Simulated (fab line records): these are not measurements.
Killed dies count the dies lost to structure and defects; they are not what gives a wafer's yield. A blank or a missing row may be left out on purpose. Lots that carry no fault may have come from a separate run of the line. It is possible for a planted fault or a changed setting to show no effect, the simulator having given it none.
fab line records | flow nand-harc
[record] lots = 13 | wafers = 39 | last-day = 24
route steps=1159 shown P_STI@91 P_GATE@145
lots untouched by any fault: they come from a run of this same line in which no faults occurred
start-h: hours from the record's first day to the start of the lot's first wafer shown | wait-h: hours since the lot's step before | " unchanged from the row above | L1.1+2: several wafers, shown together as one row | - no value, or no start was given | * or withheld: withheld | < > ~ a bound
route shown NAME@n: names a module that has steps shown in the file, with the first one's number in the route | usual: mean/standard deviation taken from wafers without a fault | same: alike in all rows | chamber/n: place in a boat | sites: readings site by site | _std_site: standard deviation of those values | _edge_site: mean of outer sites minus mean of inner sites | radius-mm: how far each site lies from the wafer's centre | mask NAME#n: copy n | behind: the tool/chamber that last shaped the wafer | hold: why the lot went on hold/how many hours it stayed there/how the hold came to an end | device: the transistor (n, p or np) that didn't switch | end of line: the same wafers' tests at the end of the route | for a step that has no rows: nothing shown but its recipe | killed: count of dies lost to structure and defects at first sort (not the wafer's yield) | map: a wafer's dies, x killed, . not, _ none there
set.NAME: the run value of the setting; set.NAME@STEP: its run value at that earlier step | model.NAME: the simulator's own value behind a step, which no gauge read
route steps across a sampled set of lots; one table per step, one row per wafer
services: from which hour (start-h, from the record's first day; less than 0 if before it) a tool's chamber was out of use, for how many hours, and why
[[steps]]
[step NHARC_P_STI_CD_MEAS_16]
[usual] cd-nm = 201/3.5
lot.wafer | tool      | chamber | start-h | wait-h | cd-nm
L214.1    | cd-sem-02 | -       | 38.10   | -      | 198
L214.2    | "         | -       | "       | "      | 194
L214.3    | "         | -       | "       | "      | 201
L217.3    | cd-sem-03 | -       | 50.95   | -      | 200
L217.4    | "         | -       | "       | "      | 199
L217.6    | "         | -       | "       | "      | 197
L216.1    | cd-sem-03 | -       | 51.08   | -      | 208
L216.3    | "         | -       | "       | "      | 211
L216.6    | "         | -       | "       | "      | 207
L219.2    | cd-sem-02 | -       | 62.14   | -      | 200
L219.4    | "         | -       | "       | "      | 204
L219.6    | "         | -       | "       | "      | 204
L220.1    | cd-sem-02 | -       | 71.67   | -      | 199
L220.4    | "         | -       | "       | "      | 198
L220.6    | "         | -       | "       | "      | 203
L221.1    | cd-sem-02 | -       | 78.00   | -      | 206
L221.4    | "         | -       | "       | "      | 203
L221.5    | "         | -       | "       | "      | 195
L227.4    | cd-sem-03 | -       | 114.91  | -      | 201
L227.5    | "         | -       | "       | "      | 196
L227.6    | "         | -       | "       | "      | 195
L228.1    | cd-sem-02 | -       | 121.28  | -      | 204
L228.2    | "         | -       | "       | "      | 199
L228.5    | "         | -       | "       | "      | 203
L232.1    | cd-sem-03 | -       | 140.41  | -      | 200
L232.2    | "         | -       | "       | "      | 206
L232.3    | "         | -       | "       | "      | 201
L233.2    | cd-sem-02 | -       | 149.81  | -      | 207
L233.5    | "         | -       | "       | "      | 207
L233.6    | "         | -       | "       | "      | 207
L234.4    | cd-sem-03 | -       | 158.48  | -      | 199
L234.5    | "         | -       | "       | "      | 203
L234.6    | "         | -       | "       | "      | 201
L235.1    | cd-sem-02 | -       | 164.09  | -      | 199
L235.2    | "         | -       | "       | "      | 203
L235.5    | "         | -       | "       | "      | 205
L236.4    | cd-sem-02 | -       | 170.41  | -      | 202
L236.5    | "         | -       | "       | "      | 203
L236.6    | "         | -       | "       | "      | 199
[step NHARC_P_GATE_ETCH_104]
[recipe] target-depth-a = 600 | time-s = withheld | cf4-flow-sccm = 100 | chf3-flow-sccm = 30 | ar-flow-sccm = 0 | rf-w = 500 | bias-w = 200 | chemistry = CF4/CHF3
[usual] drypump-motor-current-A = 5.6/0.34 | oes-product-au = 0.958/0.024 | rf-vpp-V = 370.7/3 | showerhead-plenum-p-Torr = 1.57/0.086 | throttle-valve-pct = 16.804/0.0093
lot.wafer | tool        | chamber | start-h | wait-h | drypump-motor-current-A | oes-product-au | rf-vpp-V | showerhead-plenum-p-Torr | throttle-valve-pct
L214.3    | rie-diel-03 | 1       | 88.12   | 0.1    | 5.2                     | 0.950          | 370.9    | 1.55                     | 16.789
L214.2    | "           | 2       | "       | "      | 5.5                     | 0.960          | 375.3    | 1.70                     | 16.828
L214.1    | "           | 3       | "       | "      | 5.5                     | 0.938          | 368.5    | 1.49                     | 16.799
L217.3    | rie-diel-10 | 3       | 100.72  | 0.1    | 5.2                     | 0.966          | 371.1    | 1.55                     | 16.798
L217.4    | "           | 1       | "       | "      | 5.3                     | 0.993          | 367.4    | 1.48                     | 16.803
L217.6    | "           | 3       | "       | "      | 5.2                     | 0.963          | 369.7    | 1.55                     | 16.807
L216.1    | rie-diel-10 | 3       | 100.97  | 0.1    | 5.2                     | 0.926          | 370.0    | 1.55                     | 16.795
L216.3    | "           | 1       | "       | "      | 5.3                     | 0.959          | 366.6    | 1.48                     | 16.812
L216.6    | "           | 3       | "       | "      | 5.2                     | 0.918          | 369.1    | 1.55                     | 16.810
L219.4    | rie-diel-11 | 2       | 116.22  | 0.1    | 6.1                     | 0.977          | 367.6    | 1.49                     | 16.804
L219.2    | "           | 3       | "       | "      | 5.4                     | 0.979          | 367.5    | 1.51                     | 16.799
L219.6    | "           | 2       | "       | "      | 6.1                     | 0.988          | 367.9    | 1.49                     | 16.798
L220.1    | rie-diel-03 | 2       | 129.46  | 0.1    | 5.5                     | 0.966          | 376.1    | 1.69                     | 16.812
L220.4    | "           | 3       | "       | "      | 5.6                     | 0.960          | 368.1    | 1.49                     | 16.818
L220.6    | "           | 0       | "       | "      | 5.7                     | 0.975          | 376.0    | 1.69                     | 16.800
L221.1    | rie-diel-11 | 0       | 129.68  | 0.1    | 6.8                     | 0.942          | 367.8    | 1.47                     | 16.826
L221.4    | "           | 2       | "       | "      | 6.1                     | 0.953          | 367.3    | 1.49                     | 16.802
L221.5    | "           | 0       | "       | "      | 6.8                     | 0.933          | 367.7    | 1.47                     | 16.792
L227.4    | rie-diel-03 | 2       | 167.42  | 0.1    | 5.5                     | 0.927          | 374.6    | 1.69                     | 16.800
L227.6    | "           | 0       | "       | "      | 5.7                     | 0.940          | 372.9    | 1.69                     | 16.789
L227.5    | "           | 1       | "       | "      | 5.2                     | 0.943          | 369.9    | 1.54                     | 16.802
L228.2    | rie-diel-11 | 3       | 168.75  | 0.1    | 5.3                     | 0.970          | 368.1    | 1.50                     | 16.804
L228.1    | "           | 1       | "       | "      | 5.5                     | 0.969          | 368.0    | 1.49                     | 16.806
L228.5    | "           | 1       | "       | "      | 5.5                     | 0.971          | 368.3    | 1.49                     | 16.796
L232.2    | rie-diel-10 | 3       | 190.01  | 0.1    | 5.2                     | 0.972          | 369.6    | 1.54                     | 16.806
L232.1    | "           | 1       | "       | "      | 5.3                     | 0.997          | 367.6    | 1.47                     | 16.825
L232.3    | "           | 2       | "       | "      | 6.0                     | 0.978          | 373.8    | 1.67                     | 16.814
L233.2    | rie-diel-10 | 3       | 200.10  | 0.1    | 5.2                     | 0.975          | 370.6    | 1.54                     | 16.809
L233.6    | "           | 3       | "       | "      | 5.2                     | 0.973          | 369.7    | 1.54                     | 16.802
L233.5    | "           | 0       | "       | "      | 5.7                     | 0.978          | 371.4    | 1.56                     | 16.798
L234.4    | rie-diel-03 | 1       | 207.08  | 0.1    | 5.2                     | 0.934          | 368.7    | 1.54                     | 16.814
L234.5    | "           | 3       | "       | "      | 5.5                     | 0.905          | 367.7    | 1.48                     | 16.800
L234.6    | "           | 0       | "       | "      | 5.7                     | 0.935          | 375.4    | 1.68                     | 16.805
L236.4    | rie-diel-10 | 2       | 217.86  | 0.1    | 6.0                     | 0.964          | 374.0    | 1.67                     | 16.810
L236.6    | "           | 1       | "       | "      | 5.3                     | 1.005          | 368.0    | 1.47                     | 16.800
L236.5    | "           | 2       | "       | "      | 6.0                     | 0.959          | 374.3    | 1.67                     | 16.818
L235.1    | rie-diel-11 | 2       | 218.04  | 0.1    | 6.1                     | 0.985          | 366.7    | 1.48                     | 16.800
L235.2    | "           | 0       | "       | "      | 6.8                     | 0.945          | 375.6    | 1.70                     | 16.806
L235.5    | "           | 2       | "       | "      | 6.1                     | 0.993          | 367.9    | 1.48                     | 16.802
[step NHARC_P_GATE_CD_MEAS_33]
[usual] cd-nm = 122/3.6
lot.wafer | tool      | chamber | start-h | wait-h | cd-nm
L214.1    | cd-sem-02 | -       | 89.01   | 0.2    | 125
L214.2    | "         | -       | "       | "      | 126
L214.3    | "         | -       | "       | "      | 116
L217.3    | cd-sem-03 | -       | 101.44  | -      | 126
L217.4    | "         | -       | "       | "      | 122
L217.6    | "         | -       | "       | "      | 119
L216.1    | cd-sem-03 | -       | 101.74  | -      | 120
L216.3    | "         | -       | "       | "      | 119
L216.6    | "         | -       | "       | "      | 123
L219.2    | cd-sem-02 | -       | 116.93  | -      | 121
L219.4    | "         | -       | "       | "      | 118
L219.6    | "         | -       | "       | "      | 125
L220.1    | cd-sem-02 | -       | 130.21  | -      | 122
L220.4    | "         | -       | "       | "      | 125
L220.6    | "         | -       | "       | "      | 124
L221.1    | cd-sem-03 | -       | 130.40  | -      | 125
L221.4    | "         | -       | "       | "      | 124
L221.5    | "         | -       | "       | "      | 117
L227.4    | cd-sem-02 | -       | 168.38  | 0.2    | 128
L227.5    | "         | -       | "       | "      | 126
L227.6    | "         | -       | "       | "      | 119
L228.1    | cd-sem-03 | -       | 169.93  | -      | 125
L228.2    | "         | -       | "       | "      | 120
L228.5    | "         | -       | "       | "      | 124
L232.1    | cd-sem-02 | -       | 190.78  | -      | 121
L232.2    | "         | -       | "       | "      | 120
L232.3    | "         | -       | "       | "      | 125
L233.2    | cd-sem-03 | -       | 200.89  | -      | 120
L233.5    | "         | -       | "       | "      | 118
L233.6    | "         | -       | "       | "      | 125
L234.4    | cd-sem-03 | -       | 207.99  | -      | 121
L234.5    | "         | -       | "       | "      | 124
L234.6    | "         | -       | "       | "      | 126
L236.4    | cd-sem-03 | -       | 218.63  | -      | 123
L236.5    | "         | -       | "       | "      | 121
L236.6    | "         | -       | "       | "      | 116
L235.1    | cd-sem-02 | -       | 218.82  | -      | 120
L235.2    | "         | -       | "       | "      | 122
L235.5    | "         | -       | "       | "      | 117
[step NHARC_P_GATE_EXPOSE_43]
[recipe] na = 0.6 | target-cd-nm = 720 | dose-mj = 14.81 | mask-id = P_NSD
[usual] stage-vel-mm-s = 499.96/0.29
lot.wafer | tool           | chamber | start-h | wait-h | mask       | stage-vel-mm-s
L214.1    | krf-scanner-02 | 0       | 99.91   | -      | P_NSD#0    | 499.85
L214.2    | "              | 0       | "       | "      | P_NSD#0    | 499.85
L214.3    | "              | 0       | "       | "      | P_NSD#0    | 500.22
L216.1    | krf-scanner-02 | 0       | 112.47  | -      | P_NSD#0    | 500.28
L216.3    | "              | 0       | "       | "      | P_NSD#0    | 499.76
L216.6    | "              | 0       | "       | "      | P_NSD#0    | 500.32
L217.3    | krf-scanner-04 | 0       | 114.60  | -      | P_NSD#0    | 500.18
L217.4    | "              | 0       | "       | "      | P_NSD#0    | 499.95
L217.6    | "              | 0       | "       | "      | P_NSD#0    | 499.83
L219.2    | krf-scanner-02 | 0       | 127.75  | -      | P_NSD#0    | 499.99
L219.4    | "              | 0       | "       | "      | P_NSD#0    | 499.85
L219.6    | "              | 0       | "       | "      | P_NSD#0    | 499.39
L220.1    | krf-scanner-04 | 0       | 141.20  | -      | P_NSD#0    | 499.65
L220.4    | "              | 0       | "       | "      | P_NSD#0    | 500.17
L220.6    | "              | 0       | "       | "      | P_NSD#0    | 499.19
L221.1    | krf-scanner-02 | 0       | 141.36  | -      | P_NSD#0    | 500.35
L221.4    | "              | 0       | "       | "      | P_NSD#0    | 500.41
L221.5    | "              | 0       | "       | "      | P_NSD#0    | 500.07
L227.4    | krf-scanner-02 | 0       | 179.22  | -      | P_NSD_R1#0 | 500.21
L227.5    | "              | 0       | "       | "      | P_NSD_R1#0 | 500.07
L227.6    | "              | 0       | "       | "      | P_NSD_R1#0 | 500.20
L228.1    | krf-scanner-02 | 0       | 180.54  | -      | P_NSD#0    | 500.09
L228.2    | "              | 0       | "       | "      | P_NSD#0    | 500.36
L228.5    | "              | 0       | "       | "      | P_NSD#0    | 500.28
L232.1    | krf-scanner-04 | 0       | 201.48  | -      | P_NSD#0    | 499.99
L232.2    | "              | 0       | "       | "      | P_NSD#0    | 499.86
L232.3    | "              | 0       | "       | "      | P_NSD#0    | 499.55
L233.2    | krf-scanner-04 | 0       | 211.72  | -      | P_NSD#0    | 500.09
L233.5    | "              | 0       | "       | "      | P_NSD#0    | 500.29
L233.6    | "              | 0       | "       | "      | P_NSD#0    | 500.04
L234.4    | krf-scanner-03 | 0       | 218.83  | -      | P_NSD#0    | 500.34
L234.5    | "              | 0       | "       | "      | P_NSD#0    | 500.07
L234.6    | "              | 0       | "       | "      | P_NSD#0    | 500.21
L236.4    | krf-scanner-04 | 0       | 229.52  | -      | P_NSD#0    | 499.03
L236.5    | "              | 0       | "       | "      | P_NSD#0    | 499.54
L236.6    | "              | 0       | "       | "      | P_NSD#0    | 499.72
L235.1    | krf-scanner-03 | 0       | 229.67  | -      | P_NSD#0    | 500.31
L235.2    | "              | 0       | "       | "      | P_NSD#0    | 500.41
L235.5    | "              | 0       | "       | "      | P_NSD#0    | 500.14
[step NHARC_P_GATE_CD_MEAS_46]
[recipe] target-cd-nm = 720 | landing-energy-ev = 500
[usual] cd-nm = 720.0/2.7
lot.wafer | tool      | chamber | start-h | wait-h | cd-nm
L214.1    | cd-sem-03 | 0       | 100.06  | -      | 721.5
L214.2    | "         | 0       | "       | "      | 723.5
L214.3    | "         | 0       | "       | "      | 719.6
L216.1    | cd-sem-02 | 0       | 112.62  | -      | 722.8
L216.3    | "         | 0       | "       | "      | 719.8
L216.6    | "         | 0       | "       | "      | 722.7
L217.3    | cd-sem-02 | 0       | 114.75  | -      | 720.7
L217.4    | "         | 0       | "       | "      | 713.7
L217.6    | "         | 0       | "       | "      | 716.8
L219.2    | cd-sem-03 | 0       | 127.90  | -      | 721.1
L219.4    | "         | 0       | "       | "      | 723.8
L219.6    | "         | 0       | "       | "      | 719.5
L220.1    | cd-sem-02 | 0       | 141.35  | -      | 714.9
L220.4    | "         | 0       | "       | "      | 716.1
L220.6    | "         | 0       | "       | "      | 718.9
L221.1    | cd-sem-02 | 0       | 141.51  | -      | 722.4
L221.4    | "         | 0       | "       | "      | 724.7
L221.5    | "         | 0       | "       | "      | 724.3
L227.4    | cd-sem-03 | 0       | 179.37  | -      | 625.9
L227.5    | "         | 0       | "       | "      | 625.1
L227.6    | "         | 0       | "       | "      | 623.1
L228.1    | cd-sem-03 | 0       | 180.70  | -      | 721.4
L228.2    | "         | 0       | "       | "      | 720.6
L228.5    | "         | 0       | "       | "      | 720.9
L232.1    | cd-sem-02 | 0       | 201.63  | -      | 725.4
L232.2    | "         | 0       | "       | "      | 721.4
L232.3    | "         | 0       | "       | "      | 720.0
L233.2    | cd-sem-03 | 0       | 211.87  | -      | 722.5
L233.5    | "         | 0       | "       | "      | 719.6
L233.6    | "         | 0       | "       | "      | 725.0
L234.4    | cd-sem-03 | 0       | 218.98  | -      | 720.5
L234.5    | "         | 0       | "       | "      | 718.3
L234.6    | "         | 0       | "       | "      | 723.8
L236.4    | cd-sem-03 | 0       | 229.67  | -      | 719.2
L236.5    | "         | 0       | "       | "      | 718.1
L236.6    | "         | 0       | "       | "      | 718.1
L235.1    | cd-sem-03 | 0       | 229.82  | -      | 717.4
L235.2    | "         | 0       | "       | "      | 722.4
L235.5    | "         | 0       | "       | "      | 717.7
[[services]]
tool           | chamber | start-h | hours | kind
rie-diel-10    | 3       | 65.84   | 15.7  | repair
rie-diel-10    | 1       | 70.68   | 18.1  | repair
rie-diel-03    | 2       | 72.38   | 2.4   | repair
krf-scanner-03 | -       | 75.17   | 2.6   | repair
rie-diel-03    | -       | 81.06   | 2.9   | repair
rie-diel-10    | 0       | 82.20   | -     | clean
rie-diel-11    | 1       | 86.85   | 8.8   | repair
krf-scanner-02 | -       | 88.08   | 4.1   | repair
rie-diel-10    | 0       | 94.85   | 4.2   | repair
krf-scanner-02 | 0       | 97.87   | -     | calibration
rie-diel-10    | -       | 117.58  | 0.2   | repair
krf-scanner-04 | -       | 126.00  | 4.0   | pm
rie-diel-10    | 3       | 127.17  | 16.4  | repair
rie-diel-10    | 2       | 163.75  | 5.6   | repair
rie-diel-10    | 1       | 164.87  | 9.6   | repair
krf-scanner-03 | -       | 168.00  | 4.0   | pm
krf-scanner-04 | -       | 171.87  | 2.7   | repair
rie-diel-10    | -       | 176.50  | 9.0   | pm
rie-diel-11    | 2       | 185.50  | 4.2   | repair
krf-scanner-04 | -       | 186.65  | 0.7   | repair
rie-diel-11    | -       | 191.18  | 9.0   | pm
krf-scanner-02 | -       | 210.00  | 4.0   | pm
rie-diel-03    | -       | 215.54  | 9.0   | pm
rie-diel-10    | 2       | 225.95  | 9.4   | repair
[[key]]
[first-sign] step = NHARC_P_GATE_EXPOSE_43 | reading = mask | direction = changed
[effect] step = NHARC_P_GATE_CD_MEAS_46 | reading = cd-nm | direction = down | sigmas = 35 | usual = 720.0 | struck = 624.7
met-at NHARC_P_GATE_EXPOSE_43
struck-lots L227
sort-left-out L227.4,L227.5,L227.6
tester-left-out L227
not-acting-at NHARC_P_STI_CD_MEAS_16,NHARC_P_GATE_ETCH_104,NHARC_P_GATE_CD_MEAS_33
onset-between 141.36 179.22
[fault] kind = wrong-mask | tool = any | chamber = - | onset-h = 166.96 | steps = NHARC_P_GATE_EXPOSE_43 | aux-copy = P_NSD_R1#0 | cd-offset-nm = -96.353 | scope = struck-lots-only
// tester-left-out: of these lots the tester's yield and bins aren't shown, on N5 and GAA mostly nor the transistor test; their killed dies are dies lost to structure and defects alone, not to doping, threshold or leakage, so they don't give the yield
// sort-left-out: the simulated sort isn't trusted on such a fault, so these wafers' sort isn't shown, and their yield isn't known
